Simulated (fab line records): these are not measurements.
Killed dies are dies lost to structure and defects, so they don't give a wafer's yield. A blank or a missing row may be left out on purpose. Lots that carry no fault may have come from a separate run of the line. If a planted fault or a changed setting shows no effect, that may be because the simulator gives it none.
A struck lot beside a sound one / flow nand_harc / 32 steps out of a route of 1302
Sound: wafers L360.2, L360.3, L360.4. The struck wafers were L368.1, L368.3, L368.4. The cause comes at the end.
Per side, at each step with rows, come the tool, then ch with its chambers, and then its first start. Under that, the readings that differ: sound wafers / struck wafers / difference of the means / sigmas: that difference in standard deviations of wafers without a fault.
alike: words and numbers the same on both sides, and readings whose means are apart by under 2 such deviations; not compared: readings that were withheld, readings missing a value for some wafer, numbers with overlapping values and no deviation given by the record, and bounds like >300 which may hide the same value.
Wherever a step has rows on one side only, a row that says differs or no value, or a row with sigmas, the two part there. When numbers do not overlap yet have no deviation, they are printed without sigmas and do not part them. A reading that every wafer of one side lacks parts them only if that side has two wafers or more.

first, 1 step without rows for these wafers: NHARC_THIN_TSV_DEGAS_49 (time 120 s).
NHARC_THIN_TSV_PRE_CLEAN_50: time 30 s.
  sound on pvd_sputter-01; struck on pvd_sputter-03
  alike: heater_power_w
NHARC_THIN_TSV_PVD_19: deposits TaN, target thk 20 nm.
  sound on pvd_sputter-01; struck on pvd_sputter-03
  alike: throttle_valve_pct
NHARC_THIN_TSV_PVD_51: deposits Cu, target thk 100 nm.
  sound on pvd_sputter-01; struck on pvd_sputter-03
  alike: throttle_valve_pct
then, 1 step without rows for these wafers: NHARC_THIN_TSV_ECD_20 (material Cu, target thk 2000 nm).
NHARC_THIN_TSV_ANNEAL_52: time 90 s.
  sound on rtp_anneal-02 ch 0, day 23 11:16; struck on rtp_anneal-01 ch 0, day 27 03:41
  alike: anneal_temp_c_max, wafer_temp_C_max
then, 5 steps without rows for these wafers: NHARC_THIN_TSV_CMP_21 (polishes, t overpolish 30 s, target thk 2000 nm); NHARC_THIN_TSV_SRD_23; NHARC_THIN_TSV_DEGAS_53 (time 60 s); NHARC_THIN_TSV_PRE_CLEAN_54 (time 30 s); NHARC_THIN_TSV_PVD_55 (deposits TiN, target thk 50 nm).
NHARC_THIN_TSV_PVD_24: deposits Al, target thk 800 nm.
  sound: pvd_sputter-03 at day 23 12:23; struck: pvd_sputter-03 at day 27 04:47
then, 8 steps without rows for these wafers: NHARC_THIN_TSV_DEHYDRATE_25 (time 120 s); NHARC_THIN_TSV_HMDS_26 (time 30 s); NHARC_THIN_TSV_COAT_27; NHARC_THIN_TSV_SOFTBAKE_28 (time 95 s); NHARC_THIN_TSV_EBR_29; NHARC_THIN_TSV_EXPOSE_30 (exposes mask PAD); NHARC_THIN_TSV_PEB_31 (peb time 85 s); NHARC_THIN_TSV_DEVELOP_32 (time 70 s).
NHARC_THIN_TSV_CD_MEAS_33: target cd 5000 nm.
  sound on cd_sem-01 ch 0, day 23 13:12; struck on cd_sem-01 ch 0, day 27 05:37
  alike: cd_nm
then, 1 step without rows for these wafers: NHARC_THIN_TSV_HARDBAKE_34 (time 80 s).
NHARC_THIN_TSV_DESCUM_35: chemistry O2, time 3 s.
  sound on rie_diel-09 ch 0,1,3, day 23 13:22; struck on rie_diel-01 ch 0,1,2, day 27 05:46
reading=rf_hours_counter_h (h); sound=0.6 0.6 0.4; struck=2.7 2.9 2.9; difference=+2.3; sigmas=
  alike: drypump_motor_current_A, oes_product_au, rf_vpp_V, showerhead_plenum_p_Torr, throttle_valve_pct
then, 4 steps without rows for these wafers: NHARC_THIN_TSV_ETCH_59 (etches the open film in Cl2/BCl3, target depth 880 nm, time 138.1 s); NHARC_THIN_TSV_ETCH_36 (etches the open film in Cl2/BCl3, target depth 65 nm, time 18.571 s); NHARC_THIN_TSV_STRIP_56 (strips in O2); NHARC_THIN_TSV_STRIP_57 (strips in post etch residue remover, time 1200 s).
NHARC_THIN_TSV_CD_MEAS_37:
  sound: cd_sem-02 at day 23 14:38; struck: cd_sem-02 at day 27 07:03
  alike: cd_nm
then, 1 step without rows for these wafers: NHARC_THIN_TSV_ANNEAL_58 (time 1800 s).
NHARC_THIN_TSV_INSPECT_40:
  sound: defect_inspect-02 at day 23 18:08; struck: defect_inspect-01 at day 27 15:46
reading=raw_defect_count; sound=638 543 561; struck=891 951 854; difference=+318; sigmas=+4
NHARC_END_WLT_00:
  sound: prober-02 at day 23 18:42; struck: prober-02 at day 27 15:49
  alike: VT_DECK1_BOTTOM, VT_DECK1_BOTTOM_INNER, VT_DECK1_MEDIAN_NEAR_BOTTOM, VT_DECK1_MEDIAN_NEAR_BOTTOM_INNER, VT_DECK1_MIDDLE, VT_DECK1_MIDDLE_INNER, VT_DECK1_TOP, VT_DECK1_TOP_INNER, VT_DECK2_BOTTOM, VT_DECK2_BOTTOM_INNER, VT_DECK2_MEDIAN_NEAR_BOTTOM, VT_DECK2_MEDIAN_NEAR_BOTTOM_INNER, VT_DECK2_MIDDLE, VT_DECK2_MIDDLE_INNER, VT_DECK2_TOP, VT_DECK2_TOP_INNER
NHARC_END_SORT_01:
  here the record holds rows for the struck wafers (prober-02 ch 0, day 27 18:50) but none for the sound ones

## WHERE THEY PART
Last at NHARC_END_SORT_01 as far as this record goes, first at NHARC_THIN_TSV_INSPECT_40.

WHY: what the simulator had put in
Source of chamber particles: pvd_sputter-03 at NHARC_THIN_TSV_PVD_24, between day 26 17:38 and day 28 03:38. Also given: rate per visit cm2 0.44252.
